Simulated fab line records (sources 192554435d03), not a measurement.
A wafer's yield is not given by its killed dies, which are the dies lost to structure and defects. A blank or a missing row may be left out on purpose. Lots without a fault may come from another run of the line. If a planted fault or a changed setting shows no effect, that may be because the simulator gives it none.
Lot-split experiment + flow n5_finfet + on a route of 1938 steps: 7 lots, 39 wafers read

## SPLIT DETAILS
At N5_HKMG_FIN_ETCH_58 (etches SOC in N2/H2, target depth 215.8 nm, time 741 s), the setting target_depth_a was moved away from the recipe's 2158 angstrom on 15 of the 39 wafers read, by -7.9% to +12.7%. This setting was run at the recipe's value on the other wafers.

The reading comes from the split's own step.

## THE READING
HKMG_FIN.feature_depth_nm (the simulator's own value, which no gauge read), in nm, at N5_HKMG_FIN_ETCH_58 (etches SOC in N2/H2, target depth 215.8 nm, time 741 s). The file does not state a usual value for it. Average 214.1 nm, standard deviation 5.4 nm, over the 24 wafers here run with the recipe.

| wafer  | tool, chamber at the split | target_depth_a as run, angstrom | against the recipe | HKMG_FIN.feature_depth_nm, nm | against lot-mates on the recipe |
|--------|----------------------------|---------------------------------|--------------------|-------------------------------|---------------------------------|
| L082.1 | rie_diel-04, 3             | 2158                            | recipe             | 211.2                         | -                               |
| L082.2 | rie_diel-04, 2             | 2158                            | recipe             | 217.2                         | -                               |
| L082.3 | rie_diel-04, 0             | 2292                            | +6.2%              | 229.6                         | +11.6                           |
| L082.4 | rie_diel-04, 1             | 2158                            | recipe             | 225.6                         | -                               |
| L082.5 | rie_diel-04, 0             | 2292                            | +6.2%              | 232.4                         | +14.4                           |
| L082.6 | rie_diel-04, 1             | 2292                            | +6.2%              | 238.4                         | +20.4                           |
| L085.1 | rie_diel-04, 1             | 2158                            | recipe             | 222.6                         | -                               |
| L085.2 | rie_diel-04, 2             | 2158                            | recipe             | 213.8                         | -                               |
| L085.3 | rie_diel-04, 0             | 2158                            | recipe             | 217.2                         | -                               |
| L085.4 | rie_diel-04, 3             | 2158                            | recipe             | 212.8                         | -                               |
| L085.5 | rie_diel-04, 1             | 2158                            | recipe             | 223.6                         | -                               |
| L085.6 | rie_diel-04, 2             | 2158                            | recipe             | 216.8                         | -                               |
| L087.1 | rie_diel-03, 1             | 2158                            | recipe             | 203.6                         | -                               |
| L087.2 | rie_diel-03, 2             | 2158                            | recipe             | 210.2                         | -                               |
| L087.3 | rie_diel-03, 3             | 1987                            | -7.9%              | 202.6                         | -3.9                            |
| L087.4 | rie_diel-03, 0             | 1987                            | -7.9%              | 196.4                         | -10.1                           |
| L087.5 | rie_diel-03, 1             | 2158                            | recipe             | 205.6                         | -                               |
| L087.6 | rie_diel-03, 2             | 1987                            | -7.9%              | 190.8                         | -15.7                           |
| L089.2 | rie_diel-04, 0             | 2158                            | recipe             | 213                           | -                               |
| L089.5 | rie_diel-04, 0             | 2158                            | recipe             | 212.6                         | -                               |
| L089.6 | rie_diel-04, 3             | 2158                            | recipe             | 210.8                         | -                               |
| L090.1 | rie_diel-04, 0             | 2432                            | +12.7%             | 241.2                         | +28.3                           |
| L090.2 | rie_diel-04, 3             | 2432                            | +12.7%             | 239                           | +26.1                           |
| L090.3 | rie_diel-04, 1             | 2432                            | +12.7%             | 250                           | +37.1                           |
| L090.4 | rie_diel-04, 2             | 2158                            | recipe             | 213.6                         | -                               |
| L090.5 | rie_diel-04, 3             | 2158                            | recipe             | 211.4                         | -                               |
| L090.6 | rie_diel-04, 2             | 2158                            | recipe             | 213.8                         | -                               |
| L094.1 | rie_diel-04, 1             | 2158                            | recipe             | 221                           | -                               |
| L094.2 | rie_diel-04, 0             | 2158                            | recipe             | 213.4                         | -                               |
| L094.3 | rie_diel-04, 2             | 2237                            | +3.7%              | 224                           | +8.3                            |
| L094.4 | rie_diel-04, 3             | 2158                            | recipe             | 212.6                         | -                               |
| L094.5 | rie_diel-04, 0             | 2237                            | +3.7%              | 221.2                         | +5.5                            |
| L094.6 | rie_diel-04, 1             | 2237                            | +3.7%              | 228                           | +12.3                           |
| L096.1 | rie_diel-03, 3             | 2292                            | +6.2%              | 235.2                         | +22.9                           |
| L096.2 | rie_diel-03, 1             | 2158                            | recipe             | 204.4                         | -                               |
| L096.3 | rie_diel-03, 0             | 2158                            | recipe             | 216.2                         | -                               |
| L096.4 | rie_diel-03, 2             | 2292                            | +6.2%              | 220.6                         | +8.3                            |
| L096.5 | rie_diel-03, 3             | 2292                            | +6.2%              | 234                           | +21.7                           |
| L096.6 | rie_diel-03, 0             | 2158                            | recipe             | 216.2                         | -                               |

FIT RESULTS
A straight line over all 39 wafers: HKMG_FIN.feature_depth_nm changes by +2.4 nm for each +1% of target_depth_a; r = +0.90; the points scatter about the line by 5.5 nm.
The same after taking each lot's own level away (the mean of its wafers on the recipe; 39 wafers): +2.14 nm for each +1%; r = +0.90; scatter 4.9 nm.
On that fit, the largest move of target_depth_a shifts the reading by 27 nm.
The span of the lots' own levels, 206.47 to 218.00 nm, comes to 2.1 times the standard deviation stated above.
Hence the slope depends on the lot-to-lot level, as the two fits are not the same.
Check: +28.7 nm against its lot-mates is what the line predicts for one of the wafers moved furthest among these (+12.7%) when that wafer is left out of the fit. Against them it came out at +28.3 nm.

## OTHER SPLITS ON THESE WAFERS
These wafers also went through other splits before the reading. Each is held against what the fit with the lots' levels taken away leaves over:
| other split on the same wafers   | wafers away from the commonest value | r with HKMG_FIN.feature_depth_nm (lot level and that fit taken away) |
|----------------------------------|--------------------------------------|----------------------------------------------------------------------|
| N5_SD_EPI_P_EPI_21 pressure_torr | 33                                   | -0.15                                                                |

## THE WHOLE CHAIN: every reading that the file lists as answering this split, in the file's order
| step                | what it does                                           | reading                                                                         | change (the file's fit)              | r (the file's) |
|---------------------|--------------------------------------------------------|---------------------------------------------------------------------------------|--------------------------------------|----------------|
| N5_HKMG_FIN_ETCH_58 | etches SOC in N2/H2, target depth 215.8 nm, time 741 s | SOC_of_HKMG_FIN_COAT_41.thk_nm (the simulator's own value, which no gauge read) | -2.23 nm for each +1% of the setting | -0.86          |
| N5_HKMG_FIN_ETCH_58 | etches SOC in N2/H2, target depth 215.8 nm, time 741 s | etch.depth_nm (the simulator's own value, which no gauge read)                  | +2.24 nm for each +1% of the setting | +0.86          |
| N5_HKMG_FIN_ETCH_58 | etches SOC in N2/H2, target depth 215.8 nm, time 741 s | HKMG_FIN.feature_depth_nm (the simulator's own value, which no gauge read)      | +2.23 nm for each +1% of the setting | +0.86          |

## THE FILE'S OWN FIT
HKMG_FIN.feature_depth_nm changes by +2.23 nm for each +1% of target_depth_a, r = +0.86.
